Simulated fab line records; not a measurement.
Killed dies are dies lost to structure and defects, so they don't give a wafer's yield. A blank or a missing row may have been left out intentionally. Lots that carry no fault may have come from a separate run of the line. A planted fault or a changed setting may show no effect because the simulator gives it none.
Struck lot and sound lot, side by side	flow n5Finfet	16 out of 1938 route steps
Sound: the wafers L676.2, L676.4, L676.6. Struck: wafers L688.3, L688.5. The cause is given at the end.
Per side, at each step with rows, come the tool, then ch with its chambers, and then its first start. Under that, the readings that differ: sound wafers	struck wafers	difference of the means	sigmas: that difference in standard deviations of wafers without a fault.
alike: same words and numbers on both sides, and readings whose means sit less than 2 such deviations apart. not compared: any withheld reading, any reading some wafer has no value for, any bound like >300 that may hide the same value, and any number with overlapping values for which the record gives no deviation.
The two part at a step that has a row with sigmas, a row that says differs or no value, or rows on one side only. Numbers that have no deviation but don't overlap get no sigmas and don't part them. A reading missing from all wafers of one side parts the sides only when that side holds two or more wafers.

N5_BEOL_M1_ETCH_41: etches SiCN in CH3F/O2, target depth 31.9 nm, time 57.8 s.
  sound: rieDiel-06 ch 0,2; struck: rieDiel-06 ch 0,2
  alike: drypumpMotorCurrentA, oesProductAu, rfVppV, showerheadPlenumPTorr, throttleValvePct
  not compared: rfHoursCounterH
N5_BEOL_M1_STRIP_97: strips in N2/H2, time 10 s.
  sound: rieDiel-06 ch 0,2; struck: rieDiel-06 ch 0,2
  alike: drypumpMotorCurrentA, oesProductAu, rfVppV, showerheadPlenumPTorr, throttleValvePct
  not compared: rfHoursCounterH
N5_BEOL_M1_OCD_MEAS_38:
  sound on ocd-02, day 7 08:07; struck on ocd-02, day 10 08:25
  alike: trenchDepthNm
then, 4 steps without rows for these wafers: N5_BEOL_M1_HM_STRIP_39 (strips TiN in peroxide tin strip, target depth 25 nm, time 158 s); N5_BEOL_M1_SRD_40 (time 30 s); N5_BEOL_M1_PRECLEAN_42 (cleans in residue remover, time 60 s); N5_BEOL_M1_SRD_43 (time 30 s).
N5_BEOL_M1_CD_MEAS_35: target cd 18 nm, target cd y 21 nm.
  sound on cdSem-03, day 7 08:16; struck on cdSem-01, day 10 08:35
  alike: cdNm
N5_BEOL_M1_DEGAS_44: time 60 s.
  sound on pvdSputter-02, day 7 08:41; struck on pvdSputter-03, day 10 08:52
  alike: heaterPowerW
N5_BEOL_M1_PRE_CLEAN_45: time 30 s.
  sound on pvdSputter-02, day 7 08:44; struck on pvdSputter-03, day 10 08:55
  alike: heaterPowerW
then, 1 step without rows for these wafers: N5_BEOL_M1_ALD_84 (deposits TaN, pulse time 2 s, purge time 3 s, co reactant purge time 2 s).
N5_BEOL_M1_SURFACE_TREAT_85:
  sound on pvdSputter-02, day 7 09:03; struck on pvdSputter-01, day 10 09:14
  not compared: throttleValvePct
N5_BEOL_M1_CVD_47: deposits Co from CCTBA/H2, target thk 3 nm, time 223.8 s.
  sound on cvdCo-02 ch 0,2, day 7 09:08; struck on cvdCo-01 ch 0,2, day 10 09:29
reading	sound	struck	difference	sigmas
runLengthS (s)	246.4 247.2 246.9	197.5 196.0	-50.1	-82
then, 1 step without rows for these wafers: N5_BEOL_M1_SPUTTER_48 (material Cu, target thk 4.5 nm, time 8.29 s).
-- here the record skips 2 days between the struck wafers' starts before and after, leaving off in module BEOL_M1 and picking up in module BEOL_M4 (first step shown: number 1111 of the route) --
N5_BEOL_M4_RC_MEAS_101:
  sound on prober-01 ch 0, day 8 20:48; struck on prober-02 ch 0, day 12 13:15
  alike: DIBL_N, DIBL_P, IOFF_N, IOFF_P, ION_N, ION_P, SS_N, SS_P, VT_N, VT_P
-- record jumps: 5 days separate the struck wafers' starts on either side; left off in module BEOL_M4, taken up again in module PASSIVATION, whose first shown step is the route's number 1936 --
N5_PASSIVATION_PROBE_49:
  sound on prober-02, day 13 06:28; struck on prober-02, day 17 04:07
  alike: defectLimitedYield, killed_at_M0_to_M3, killed_at_M4_up, killedAtContacts, killedAtFrontEnd, killedAtOther, killedDies, killedOnRim, killedOpen, killedShort, sort_bin_5_function, sort_bin_6_memory, sortNPass, sortYieldPct

== WHERE THEY PART ==
N5_BEOL_M1_CVD_47 only, going by this record. Later steps at which nothing parts them and some readings are alike: N5_BEOL_M4_RC_MEAS_101, N5_PASSIVATION_PROBE_49.

WHY: whatever the simulator had introduced
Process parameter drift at N5_BEOL_M1_CVD_47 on cvdCo-01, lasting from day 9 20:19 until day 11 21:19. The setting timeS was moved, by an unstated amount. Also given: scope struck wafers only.
